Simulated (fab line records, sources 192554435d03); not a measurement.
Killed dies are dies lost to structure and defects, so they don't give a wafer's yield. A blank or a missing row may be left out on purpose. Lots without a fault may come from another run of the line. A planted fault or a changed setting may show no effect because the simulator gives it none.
A struck lot beside a sound one | flow n5_finfet | 16 steps out of a route of 1938
Sound: wafers L150.2, L150.3, L150.6. Struck: wafer L160.2. (L160.4, L160.5 of the same lot were not struck and are left out.) The cause comes at the end.
At each step with rows: each side's tool, then ch and its chambers, then its first start. Under that, the readings that differ: sound wafers | struck wafers | difference of the means | sigmas: that difference in standard deviations of wafers without a fault.
alike: readings whose means differ by less than 2 such deviations, and words and numbers that are the same on both sides. not compared: withheld readings, readings that some wafer has no value for, bounds like >300 that may hide the same value, and numbers for which the record gives no deviation and whose values overlap.
The two part at a step that has a row with sigmas, a row that says differs or no value, or rows on one side only. Numbers that don't overlap but have no deviation are shown without sigmas and don't part them. A reading that every wafer of one side lacks parts them only if that side has two wafers or more.

first, 4 steps without rows for these wafers: N5_BEOL_M11_HM_STRIP_39 (strips TiN in peroxide tin strip, target depth 25 nm, time 158 s); N5_BEOL_M11_SRD_40 (time 30 s); N5_BEOL_M11_PRECLEAN_42 (cleans in residue remover, time 60 s); N5_BEOL_M11_SRD_43 (time 30 s).
N5_BEOL_M11_CD_MEAS_35: target cd 70 nm.
  sound on cd_sem-03, day 13 11:53; struck on cd_sem-03, day 15 13:54
  alike: cd_nm
N5_BEOL_M11_CURE_72: cures SiCOH lowk, time 120 s.
  sound on uv_cure-01 ch 2, day 13 12:07; struck on uv_cure-03 ch 1, day 15 17:29
  alike: lamp_power_pct, wafer_temp_C_max
N5_BEOL_M11_DEGAS_44: time 60 s.
  sound on pvd_sputter-03, day 13 12:28; struck on pvd_sputter-02, day 15 18:01
  alike: heater_power_w
N5_BEOL_M11_PRE_CLEAN_45: time 30 s.
  sound on pvd_sputter-03, day 13 12:30; struck on pvd_sputter-02, day 15 18:03
  alike: heater_power_w
N5_BEOL_M11_ALD_74: deposits TaN, target thk 2 nm, pulse time 2 s, purge time 3 s.
  sound on ald_metal-02 ch 0,3, day 13 12:34; struck on ald_metal-03 ch 2, day 15 18:07
  reading            | sound       | struck | difference | sigmas
  heater_power_w (W) | 505 429 502 | 328    | -151       | -3
  alike: precursor_vessel_carrier_sccm
N5_BEOL_M11_SURFACE_TREAT_76:
  sound on pvd_sputter-01, day 13 12:56; struck on pvd_sputter-03, day 15 18:24
  not compared: throttle_valve_pct
then, 2 steps without rows for these wafers: N5_BEOL_M11_CVD_75 (deposits Co from CCTBA/H2, target thk 2 nm, time 138.9 s); N5_BEOL_M11_SPUTTER_48 (material Cu, target thk 12 nm, time 2 s).
N5_BEOL_M11_ECD_50: material Cu, target thk 318 nm.
  sound on ecd_cu-02 ch 0, day 13 13:19; struck on ecd_cu-01 ch 0, day 15 18:44
  reading                                 | sound             | struck | difference | sigmas
  model.Cu_of_BEOL_M11_ECD_50.thk_nm (nm) | 318.6 319.8 319.2 | 189.6  | -129.6     |
then, 1 step without rows for these wafers: N5_BEOL_M11_ANNEAL_51 (time 90 s).
N5_BEOL_M11_CMP_52: polishes, stops on SiCOH lowk, t overpolish 7 s, target thk 140 nm.
  sound on cmp-03 ch 1,2,3, day 13 13:44; struck on cmp-02 ch 0, day 15 19:35
  reading                | sound          | struck | difference | sigmas
  motor_current_A (A)    | 5.9 5.6 5.6    | 7.7    | +2.0       | +3
  time_to_endpoint_s (s) | 67.6 68.1 66.3 | 38.7   | -28.6      | -10
  alike: head_pressure_psi, retaining_ring_pressure_frac
  not compared: pad_life_wafers
N5_BEOL_M11_THK_MEAS_53: measures by xrf.
  sound on film_metro-01, day 13 14:02; struck on film_metro-02, day 15 19:51
  alike: M11_THK

WHERE THEY PART
First at N5_BEOL_M11_ALD_74; last, within this record, at N5_BEOL_M11_CMP_52. Later steps at which nothing parts them and some readings are alike: N5_BEOL_M11_THK_MEAS_53.

WHY: what the simulator had put in
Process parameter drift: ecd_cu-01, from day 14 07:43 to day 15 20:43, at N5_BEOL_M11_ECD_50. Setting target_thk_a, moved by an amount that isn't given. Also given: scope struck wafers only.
